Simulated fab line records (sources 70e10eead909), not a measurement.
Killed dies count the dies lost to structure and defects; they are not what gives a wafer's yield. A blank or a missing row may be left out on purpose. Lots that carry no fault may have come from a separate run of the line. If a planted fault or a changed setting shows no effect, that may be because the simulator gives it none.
fab line records	flow nand-harc	part 1 of 2: steps 1 to 3 of 6
record: lots: 21	wafers: 63	last-day: 33
route steps=1302 shown P_ZERO_WELL@17 P_GATE@148
lots that met no fault: taken from a fault-free run of the same line
start-h: start of the lot's first displayed wafer, in hours after the record's first day	wait-h: hours from the lot's prior step to this one	" repeats the value in the row above	L1.1+2: a single row standing in for several wafers	- no value, or no start was given	* or withheld: withheld	< > ~ a bound
route shown NAME@n: a module of which the file shows steps, and the number in the route of the first	usual: mean and standard deviation over wafers with no fault	same: alike in all rows	chamber/n: place in a boat	sites: the reading at each site	_std_site: how widely they spread, as a standard deviation	_edge_site: outer sites' mean less inner sites'	radius-mm: for every site, how far away it sits from the centre of the wafer	mask NAME#n: copy n	behind: tool/chamber where the wafer was last shaped	hold: why the lot went on hold/how many hours it stayed there/how the hold came to an end	device: the n, p or np transistor that did not switch	end of line: tests run on the same wafers once the route is complete	a step given without rows: its recipe and nothing more	killed: the dies lost at the first sort to structure and to defects; this is not the yield of the wafer	map: a wafer's dies, marking killed ones x, the rest . and places with no die _
set.NAME: the setting as run; set.NAME@STEP: as run at that earlier step	model.NAME: the simulator's own value behind a step, which no gauge read
route steps across a sampled set of lots; one table per step, one row per wafer
services: from which hour (start-h, from the record's first day; less than 0 if before it) a tool's chamber was out of use, for how many hours, and why
== steps ==
step: NHARC_P_ZERO_WELL_ETCH_65
recipe: target-depth-a: 800	overetch-a: 240	time-s: 87.88	ion-energy-ev: 200	n2-flow-sccm: 150	h2-flow-sccm: 150	ar-flow-sccm: 0	rf-w: 400	bias-w: 150	chemistry: N2/H2
usual: drypump-motor-current-A: 5.8/0.52	h2-flow-sccm: 150.0/0.49	oes-product-au: 1.002/0.012	rf-vpp-V: 429.6/2.9	showerhead-plenum-p-Torr: 2.01/0.11	throttle-valve-pct: 14.170/0.0083
lot.wafer	tool	chamber	start-h	wait-h	drypump-motor-current-A	h2-flow-sccm	oes-product-au	rf-hours-counter-h	rf-vpp-V	showerhead-plenum-p-Torr	throttle-valve-pct
L075.3	rie-diel-02	2	31.56	0.1	6.1	148.8	0.991	53	430.1	2.01	14.174
L075.4	"	3	"	"	6.6	150.1	1.010	54	425.7	1.90	14.169
L075.2	"	0	"	"	5.7	150.2	1.004	52	427.4	1.87	14.174
L077.1	rie-diel-02	0	51.38	0.1	5.8	150.2	1.004	0	435.3	2.22	14.165
L077.2	"	1	"	"	6.1	150.8	1.012	0	432.1	2.08	14.167
L077.6	"	2	"	"	6.0	149.5	0.995	-	430.4	2.01	14.166
L078.4	rie-diel-08	1	61.49	0.1	6.2	149.9	0.998	17	431.2	2.09	14.180
L078.2	"	3	"	"	6.2	149.6	1.016	14	427.7	1.93	14.165
L078.6	"	1	"	"	6.2	150.1	1.004	-	433.4	2.09	14.183
L079.3	rie-diel-09	3	71.49	0.1	6.4	150.7	1.015	34	427.8	1.93	14.172
L079.6	"	3	"	"	6.4	150.9	1.004	-	427.5	1.93	14.164
L079.5	"	0	"	"	5.2	149.9	0.989	-	427.9	1.98	14.171
L080.4	rie-diel-08	0	81.35	0.1	4.9	150.6	0.994	13	428.0	1.92	14.175
L080.1	"	3	"	"	6.2	149.6	1.025	16	428.4	1.93	14.156
L080.5	"	1	"	"	6.2	149.6	1.013	-	432.6	2.09	14.179
L081.3	rie-diel-09	2	91.49	0.1	5.2	151.1	1.014	38	428.5	1.89	14.159
L081.2	"	3	"	"	6.4	149.3	1.004	38	428.2	1.93	14.165
L081.6	"	3	"	"	6.4	149.6	1.003	-	427.4	1.93	14.174
L082.1	rie-diel-08	2	101.54	0.1	5.4	150.5	0.970	34	427.8	2.00	14.167
L082.4	"	3	"	"	6.2	149.5	1.018	25	428.2	1.93	14.181
L082.5	"	1	"	"	6.2	150.4	0.985	-	431.0	2.08	14.155
L083.1	rie-diel-08	1	111.55	0.1	6.2	149.8	0.992	34	431.6	2.08	14.159
L083.3	"	3	"	"	6.2	149.3	1.023	28	428.5	1.93	14.161
L083.5	"	2	"	"	5.5	149.6	0.981	-	429.9	2.00	14.189
L084.3	rie-diel-08	1	122.02	0.6	6.2	150.0	0.987	35	432.0	2.08	14.173
L084.1	"	0	"	"	4.9	149.9	1.005	25	427.3	1.91	14.166
L084.5	"	3	"	"	6.2	149.9	1.007	-	429.4	1.93	14.182
L085.3	rie-diel-09	3	131.50	0.1	6.4	150.5	1.006	53	426.9	1.93	14.161
L085.2	"	0	"	"	5.2	149.9	0.998	52	428.8	1.97	14.171
L085.6	"	2	"	"	5.2	150.0	1.013	-	425.1	1.89	14.171
L086.4	rie-diel-09	1	141.48	0.2	5.8	150.5	1.013	52	434.5	2.20	14.180
L086.1	"	3	"	"	6.4	149.9	1.017	56	426.9	1.93	14.170
L086.3	"	0	"	"	5.2	149.4	0.997	55	428.7	1.97	14.165
L087.2	rie-diel-08	0	151.35	0.1	5.0	149.8	1.000	35	425.7	1.91	14.172
L087.1	"	1	"	"	6.2	148.8	0.995	47	431.4	2.08	14.160
L087.6	"	0	"	"	4.9	150.5	0.994	-	427.1	1.91	14.158
L088.3	rie-diel-09	2	161.35	0.1	5.3	149.8	1.015	1	434.3	2.22	14.171
L088.1	"	0	"	"	5.2	150.3	0.996	1	426.4	1.97	14.172
L088.5	"	3	"	"	6.4	149.8	1.007	-	428.4	1.93	14.175
L089.3	rie-diel-02	1	171.90	0.1	6.1	149.9	1.022	32	432.4	2.07	14.172
L089.6	"	1	"	"	6.2	149.8	1.027	-	430.8	2.07	14.157
L089.5	"	2	"	"	6.0	150.0	1.011	-	429.1	2.00	14.174
L090.1	rie-diel-08	2	181.52	0.1	5.4	150.2	0.966	56	428.6	1.99	14.180
L090.4	"	3	"	"	6.2	150.2	1.003	52	426.8	1.92	14.168
L090.2	"	0	"	"	4.9	149.8	0.997	45	427.0	1.91	14.180
L091.4	rie-diel-02	1	191.49	0.1	6.1	150.6	1.011	39	430.5	2.07	14.173
L091.6	"	0	"	"	5.8	150.1	0.998	-	433.3	2.20	14.166
L091.5	"	1	"	"	6.2	150.1	1.018	-	430.3	2.07	14.176
L092.4	rie-diel-02	3	201.44	0.1	6.6	150.3	1.007	47	426.0	1.88	14.186
L092.5	"	1	"	"	6.1	149.6	1.023	-	432.3	2.06	14.158
L092.6	"	2	"	"	6.0	148.9	1.000	-	430.1	1.99	14.169
L093.4	rie-diel-09	1	212.54	0.2	5.8	149.7	0.986	17	434.5	2.19	14.172
L093.1	"	0	"	"	5.2	150.5	1.012	18	428.3	1.96	14.170
L093.5	"	1	"	"	5.8	149.9	0.990	-	436.1	2.19	14.163
L095.1	rie-diel-02	1	231.49	0.1	6.2	150.0	0.996	0	430.8	2.06	14.183
L095.3	"	0	"	"	5.8	149.2	0.983	0	436.5	2.20	14.159
L095.5	"	1	"	"	6.2	149.8	1.002	-	430.6	2.06	14.179
L096.1	rie-diel-08	2	241.39	0.1	5.4	149.6	1.006	10	430.0	1.99	14.164
L096.4	"	0	"	"	4.9	150.1	1.006	12	427.6	1.90	14.172
L096.6	"	3	"	"	6.2	149.8	0.995	-	428.4	1.92	14.181
L097.4	rie-diel-08	3	251.74	0.1	6.2	150.3	1.015	12	427.2	1.92	14.169
L097.1	"	0	"	"	5.0	149.7	1.015	14	425.7	1.90	14.167
L097.3	"	2	"	"	5.4	150.0	1.001	11	427.9	1.99	14.169
step: NHARC_P_GATE_ETCH_114
recipe: target-depth-a: 300	overetch-a: 30	time-s: 16.5	ion-energy-ev: 100	cf4-flow-sccm: 80	o2-flow-sccm: 20	ar-flow-sccm: 0	rf-w: 300	bias-w: 100	chemistry: CF4/O2
usual: drypump-motor-current-A: 5.6/0.52	oes-product-au: 0.999/0.015	rf-vpp-V: 198.6/1.3	showerhead-plenum-p-Torr: 1.38/0.05	throttle-valve-pct: 13.397/0.0093
lot.wafer	tool	chamber	start-h	wait-h	drypump-motor-current-A	oes-product-au	rf-hours-counter-h	rf-vpp-V	showerhead-plenum-p-Torr	throttle-valve-pct
L075.3	rie-diel-11	0	-	-	5.6	1.004	0.9	197.4	1.35	13.398
L075.2	"	2	"	"	6.6	1.002	0.6	196.6	1.31	13.397
L075.4	"	3	"	"	5.5	1.018	0.8	198.1	1.42	13.402
L077.2	rie-diel-11	0	-	-	5.6	0.991	1.4	196.8	1.35	13.397
L077.1	"	1	"	"	4.9	0.999	1.1	197.7	1.38	13.424
L077.6	"	0	"	"	5.6	0.984	-	197.7	1.35	13.404
L078.4	rie-diel-11	0	-	-	5.6	0.992	1.7	197.8	1.35	13.393
L078.2	"	2	"	"	6.6	1.003	1.3	197.1	1.31	13.401
L078.6	"	3	"	"	5.5	1.012	-	199.4	1.42	13.401
L079.3	rie-diel-03	0	-	-	5.2	1.037	3.1	199.1	1.41	13.401
L079.5	"	0	"	"	5.2	1.033	-	201.1	1.41	13.397
L079.6	"	1	"	"	6.2	0.971	-	196.2	1.27	13.398
L080.1	rie-diel-03	1	-	-	6.2	0.956	2.7	197.6	1.27	13.405
L080.4	"	3	"	"	5.7	0.997	3.1	200.0	1.43	13.402
L080.5	"	0	"	"	5.2	1.033	-	197.8	1.41	13.392
L081.3	rie-diel-11	1	-	-	4.9	0.995	3.0	197.8	1.38	13.378
L081.2	"	2	"	"	6.6	1.002	3.5	197.6	1.31	13.378
L081.6	"	1	"	"	4.9	0.989	-	198.0	1.38	13.384
L082.4	rie-diel-11	2	-	-	6.6	0.994	3.7	197.8	1.31	13.402
L082.1	"	3	"	"	5.5	1.007	3.9	198.2	1.42	13.397
L082.5	"	1	"	"	4.9	1.000	-	199.2	1.38	13.395
L083.1	rie-diel-03	3	-	-	5.7	0.995	4.8	200.2	1.43	13.408
L083.3	"	1	"	"	6.2	0.972	4.5	196.3	1.27	13.400
L083.5	"	2	"	"	5.5	0.984	-	198.8	1.39	13.395
L084.3	rie-diel-03	0	-	-	5.2	1.024	5.3	199.4	1.41	13.383
L084.1	"	2	"	"	5.5	0.997	3.6	199.0	1.39	13.396
L084.5	"	3	"	"	5.7	1.004	-	201.1	1.43	13.379
L085.3	rie-diel-03	1	-	-	6.1	0.989	4.8	197.3	1.27	13.398
L085.2	"	3	"	"	5.7	1.002	5.4	199.2	1.43	13.407
L085.6	"	1	"	"	6.1	0.975	-	197.6	1.27	13.406
L086.1	rie-diel-11	2	-	-	6.6	1.007	5.7	197.0	1.31	13.397
L086.3	"	3	"	"	5.5	1.006	5.8	199.2	1.42	13.399
L086.4	"	1	"	"	4.9	0.990	5.1	197.0	1.38	13.407
L087.1	rie-diel-04	0	-	-	5.4	1.007	3.0	201.0	1.43	13.406
L087.2	"	1	"	"	4.7	0.979	3.1	200.8	1.43	13.412
L087.6	"	2	"	"	5.8	0.995	-	199.8	1.41	13.411
L088.3	rie-diel-03	2	-	-	5.5	0.998	5.9	198.4	1.39	13.395
L088.1	"	1	"	"	6.2	0.979	7.0	195.6	1.27	13.401
L088.5	"	3	"	"	5.7	1.001	-	199.6	1.43	13.387
L089.3	rie-diel-04	2	-	-	5.8	0.989	4.0	198.7	1.41	13.410
L089.6	"	0	"	"	5.4	1.008	-	201.1	1.43	13.399
L089.5	"	1	"	"	4.7	0.977	-	199.7	1.43	13.389
L090.1	rie-diel-04	3	-	-	6.3	1.011	5.4	198.0	1.42	13.385
L090.2	"	0	"	"	5.4	1.006	6.0	198.9	1.43	13.420
L090.4	"	2	"	"	5.8	0.984	4.6	198.7	1.41	13.400
L091.4	rie-diel-03	3	-	-	5.7	1.005	8.3	200.3	1.43	13.384
L091.6	"	1	"	"	6.2	0.978	-	195.3	1.27	13.399
L091.5	"	2	"	"	5.5	0.987	-	198.1	1.39	13.393
L092.5	rie-diel-11	3	-	-	5.5	1.013	-	198.7	1.42	13.396
L092.4	"	1	"	"	4.9	0.988	-	199.1	1.38	13.408
L092.6	"	2	"	"	6.6	0.986	-	197.2	1.31	13.393
L093.4	rie-diel-11	2	-	-	6.6	0.984	1.9	197.3	1.31	13.404
L093.1	"	1	"	"	4.9	0.991	2.5	198.7	1.38	13.404
L093.5	"	2	"	"	6.6	1.002	-	196.8	1.31	13.394
L095.1	rie-diel-04	3	-	-	6.3	0.995	7.7	199.0	1.42	13.395
L095.3	"	0	"	"	5.4	1.003	8.3	198.4	1.43	13.404
L095.5	"	3	"	"	6.3	0.994	-	200.5	1.42	13.378
L096.4	rie-diel-03	3	-	-	5.7	0.984	0.5	199.8	1.42	13.401
L096.1	"	1	"	"	6.1	1.010	0.5	196.5	1.26	13.386
L096.6	"	0	"	"	5.2	1.022	-	198.3	1.41	13.391
L097.3	rie-diel-11	0	-	-	5.6	1.011	2.6	199.5	1.35	13.397
L097.4	"	1	"	"	4.9	0.990	4.0	199.9	1.38	13.387
L097.1	"	3	"	"	5.5	1.011	3.3	199.4	1.42	13.408
step: NHARC_P_GATE_STRIP_101
recipe: time-s: 20	o2-flow-sccm: 500	ar-flow-sccm: 0	bias-w: 0	chemistry: O2
usual: drypump-motor-current-A: 5.7/0.5	oes-product-au: 0.999/0.016	rf-vpp-V: 58.0/0.88	showerhead-plenum-p-Torr: 3.64/0.14	throttle-valve-pct: 17.037/0.0087
lot.wafer	tool	chamber	start-h	wait-h	drypump-motor-current-A	oes-product-au	rf-hours-counter-h	rf-vpp-V	showerhead-plenum-p-Torr	throttle-valve-pct
L075.4	rie-diel-11	3	123.63	0.1	5.5	1.015	1.3	58.2	3.75	17.017
L075.2	"	1	"	"	4.9	1.003	1.0	57.7	3.64	17.025
L075.3	"	2	"	"	6.6	0.999	0.9	56.3	3.46	17.030
L077.2	rie-diel-03	1	138.90	0.1	6.2	0.958	2.4	57.2	3.36	17.042
L077.1	"	3	"	"	5.6	1.000	2.7	57.7	3.76	17.046
L077.6	"	0	"	"	5.2	1.031	-	56.6	3.72	17.039
L078.2	rie-diel-03	1	147.80	0.1	6.2	0.977	2.5	56.5	3.36	17.042
L078.4	"	3	"	"	5.7	1.015	2.9	57.9	3.76	17.045
L078.6	"	1	"	"	6.2	0.977	-	56.3	3.36	17.032
L079.3	rie-diel-11	2	161.63	0.1	6.6	0.996	3.5	57.1	3.46	17.035
L079.5	"	2	"	"	6.6	0.995	-	57.3	3.46	17.049
L079.6	"	3	"	"	5.5	1.000	-	58.9	3.75	17.034
L080.4	rie-diel-11	1	164.52	0.1	4.9	1.004	3.0	57.5	3.64	17.028
L080.1	"	3	"	"	5.5	1.008	3.6	57.9	3.75	17.055
L080.5	"	1	"	"	4.9	0.992	-	59.0	3.64	17.045
L081.3	rie-diel-04	1	176.73	0.1	4.7	0.993	6.1	58.7	3.77	17.032
L081.2	"	3	"	"	6.3	1.027	10.9	57.7	3.74	17.032
L081.6	"	2	"	"	5.8	1.027	-	57.6	3.72	17.040
L082.1	rie-diel-03	3	187.63	0.1	5.6	0.993	4.7	58.8	3.76	17.037
L082.4	"	1	"	"	6.1	0.980	4.4	59.4	3.36	17.044
L082.5	"	3	"	"	5.7	1.005	-	58.6	3.76	17.033
L083.3	rie-diel-03	0	200.39	0.1	5.2	1.031	5.3	57.7	3.72	17.040
L083.1	"	3	"	"	5.7	1.005	5.1	58.5	3.76	17.036
L083.5	"	3	"	"	5.7	0.995	-	57.7	3.76	17.048
L084.1	rie-diel-11	2	211.01	0.1	6.6	0.996	5.6	58.4	3.46	17.041
L084.3	"	0	"	"	5.7	0.990	5.8	57.4	3.56	17.034
L084.5	"	2	"	"	6.7	1.006	-	57.9	3.46	17.033
L085.3	rie-diel-03	1	219.61	0.1	6.2	0.978	5.0	57.0	3.36	17.039
L085.2	"	2	"	"	5.5	0.997	4.1	58.3	3.66	17.031
L085.6	"	0	"	"	5.2	1.023	-	58.4	3.72	17.023
L086.1	rie-diel-03	0	224.09	0.1	5.2	1.025	6.5	58.2	3.72	17.020
L086.4	"	1	"	"	6.2	0.972	5.5	57.5	3.36	17.048
L086.3	"	2	"	"	5.5	0.996	4.5	58.5	3.66	17.045
L087.1	rie-diel-04	3	237.95	0.1	6.3	0.986	4.3	58.5	3.73	17.033
L087.2	"	1	"	"	4.7	0.972	4.3	58.2	3.76	17.039
L087.6	"	3	"	"	6.3	0.997	-	58.2	3.73	17.030
L088.3	rie-diel-04	3	259.91	0.1	6.3	1.004	5.2	59.8	3.73	17.048
L088.1	"	0	"	"	5.4	1.015	5.7	59.3	3.78	17.046
L088.5	"	2	"	"	5.8	1.006	-	57.9	3.72	17.038
L089.3	rie-diel-03	3	260.39	0.1	5.7	0.993	8.1	59.4	3.75	17.045
L089.5	"	3	"	"	5.7	0.991	-	58.5	3.76	17.044
L089.6	"	0	"	"	5.2	1.026	-	56.8	3.72	17.029
L090.2	rie-diel-11	2	278.50	0.1	6.6	0.991	0.2	55.7	3.46	17.030
L090.1	"	1	"	"	4.9	0.987	0.2	58.6	3.64	17.027
L090.4	"	1	"	"	4.9	0.996	-	59.1	3.64	17.034
L091.4	rie-diel-11	0	284.63	0.1	5.6	0.999	0.1	58.3	3.56	17.026
L091.5	"	2	"	"	6.6	0.986	-	58.0	3.46	17.040
L091.6	"	3	"	"	5.5	1.008	-	58.3	3.75	17.024
L092.4	rie-diel-11	2	284.80	0.1	6.6	0.980	1.2	57.5	3.46	17.046
L092.5	"	1	"	"	4.9	0.996	-	58.0	3.64	17.038
L092.6	"	2	"	"	6.6	0.983	-	56.9	3.46	17.036
L093.4	rie-diel-11	3	302.74	0.1	5.5	1.014	2.4	58.8	3.75	17.044
L093.1	"	1	"	"	4.9	0.994	3.2	58.9	3.64	17.035
L093.5	"	2	"	"	6.6	0.988	-	58.1	3.46	17.029
L095.1	rie-diel-03	2	313.57	0.1	5.5	0.992	0.5	57.9	3.65	17.058
L095.3	"	3	"	"	5.7	0.982	0.5	58.4	3.75	17.037
L095.5	"	1	"	"	6.2	0.994	-	56.9	3.35	17.025
L096.1	rie-diel-03	1	324.10	0.1	6.2	1.018	1.4	57.8	3.35	17.039
L096.4	"	2	"	"	5.5	1.001	1.4	58.0	3.65	17.041
L096.6	"	1	"	"	6.2	0.999	-	57.5	3.35	17.024
L097.4	rie-diel-03	2	341.35	0.1	5.5	1.001	2.5	57.1	3.65	17.038
L097.3	"	3	"	"	5.7	0.990	1.6	60.2	3.75	17.030
L097.1	"	0	"	"	5.2	1.011	1.6	58.6	3.72	17.028
